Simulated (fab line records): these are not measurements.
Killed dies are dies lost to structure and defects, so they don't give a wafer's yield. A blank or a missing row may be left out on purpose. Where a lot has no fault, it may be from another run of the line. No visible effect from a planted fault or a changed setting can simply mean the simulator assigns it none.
Which tool did it? | flow n5_finfet | Sampling: 10 lots, 30 wafers, 5 of 1938 route steps

WHAT EACH GAUGE READ, for each wafer
N5_BEOL_M4_RC_MEAS_101.
lot  | measured     | on        | EOT_P
L102 | day 7 15:10  | prober-02 | 10.36 10.61 10.49
L103 | day 8 02:58  | prober-01 | 10.50 10.64 11.61
L104 | day 8 00:16  | prober-01 | 10.32 11.63 11.63
L105 | day 9 00:37  | prober-01 | 10.51 10.46 10.58
L117 | day 11 22:08 | prober-02 | 10.45 10.46 10.58
L118 | day 11 22:31 | prober-01 | 10.64 10.62 10.48
L119 | day 12 00:12 | prober-02 | 10.45 10.52 10.43
L120 | day 12 03:19 | prober-01 | 10.50 10.40 10.41
L122 | day 12 19:14 | prober-02 | 10.46 10.62 10.43
L124 | day 13 18:52 | prober-02 | 10.61 10.67 10.49

TOOL THAT RAN EACH LOT (tool first, then ch and the chambers of the sampled wafers, then the start)
lot  | N5_DUMMY_REMOVAL_PRECLEAN_08       | N5_BEOL_M4_ANNEAL_82         | N5_BEOL_M4_SPUTTER_86        | N5_BEOL_M4_ANNEAL_91
L102 | remote_plasma-02 ch 0, day 3 23:40 | pvd_sputter-01, day 7 12:50  | pvd_sputter-01, day 7 12:58  | pvd_sputter-01, day 7 13:29
L103 | remote_plasma-02 ch 0, day 4 10:10 | pvd_sputter-03, day 8 00:36  | pvd_sputter-03, day 8 00:44  | pvd_sputter-03, day 8 01:16
L104 | remote_plasma-02 ch 0, day 4 10:20 | pvd_sputter-01, day 7 21:40  | pvd_sputter-01, day 7 21:49  | pvd_sputter-01, day 7 22:20
L105 | remote_plasma-01 ch 0, day 4 18:07 | pvd_sputter-03, day 8 22:07  | pvd_sputter-03, day 8 22:16  | pvd_sputter-03, day 8 22:47
L117 | remote_plasma-01 ch 1, day 7 17:53 | pvd_sputter-02, day 11 19:35 | pvd_sputter-02, day 11 19:44 | pvd_sputter-02, day 11 20:15
L118 | remote_plasma-02 ch 0, day 7 22:47 | pvd_sputter-03, day 11 20:10 | pvd_sputter-03, day 11 20:19 | pvd_sputter-03, day 11 20:50
L119 | remote_plasma-02 ch 1, day 8 03:43 | pvd_sputter-02, day 11 21:44 | pvd_sputter-02, day 11 21:53 | pvd_sputter-02, day 11 22:24
L120 | remote_plasma-02 ch 0, day 8 11:55 | pvd_sputter-02, day 12 00:57 | pvd_sputter-02, day 12 01:05 | pvd_sputter-02, day 12 01:37
L122 | remote_plasma-02 ch 0, day 9 02:58 | pvd_sputter-03, day 12 16:32 | pvd_sputter-03, day 12 16:40 | pvd_sputter-03, day 12 17:11
L124 | remote_plasma-02 ch 0, day 9 11:25 | pvd_sputter-01, day 13 16:32 | pvd_sputter-01, day 13 16:40 | pvd_sputter-01, day 13 17:11
- N5_DUMMY_REMOVAL_PRECLEAN_08: cleans in NF3:NH3, afs cycles 2, time 20 s, sublimation time 60 s.
- N5_BEOL_M4_ANNEAL_82: time 240 s.
- N5_BEOL_M4_SPUTTER_86: material Cu, target thk 4.5 nm, time 8.29 s.
- N5_BEOL_M4_ANNEAL_91: time 240 s.

THE ANSWER, worked out from the rows above alone
Rule: what is usual is taken from the lots themselves. The widest of any qualifying gaps counts: lots, ordered by their means at a reading, are off when they make up no more than a third of the lots, leave a main group of 4 or more, and stand apart from it by 3 or more times the standard deviation of that group's means. Not used: any main group whose means are identical at the precision the tables above print for the reading. Also off: a lot with no number at a reading for which 4 or more lots have one. Any other lot the step has rows for is counted as sound.
Off: L103, L104, at N5_BEOL_M4_RC_MEAS_101 (EOT_P). Main group: mean 10.51, sd 0.049.
A tool fits if, at a process step before that reading, it ran every lot that is off, and no sound lot after the first of them. Gauges at N5_BEOL_M4_RC_MEAS_101: tried the same way as those tools. No candidate that was tried fits.

WHAT THE SIMULATOR PUT IN
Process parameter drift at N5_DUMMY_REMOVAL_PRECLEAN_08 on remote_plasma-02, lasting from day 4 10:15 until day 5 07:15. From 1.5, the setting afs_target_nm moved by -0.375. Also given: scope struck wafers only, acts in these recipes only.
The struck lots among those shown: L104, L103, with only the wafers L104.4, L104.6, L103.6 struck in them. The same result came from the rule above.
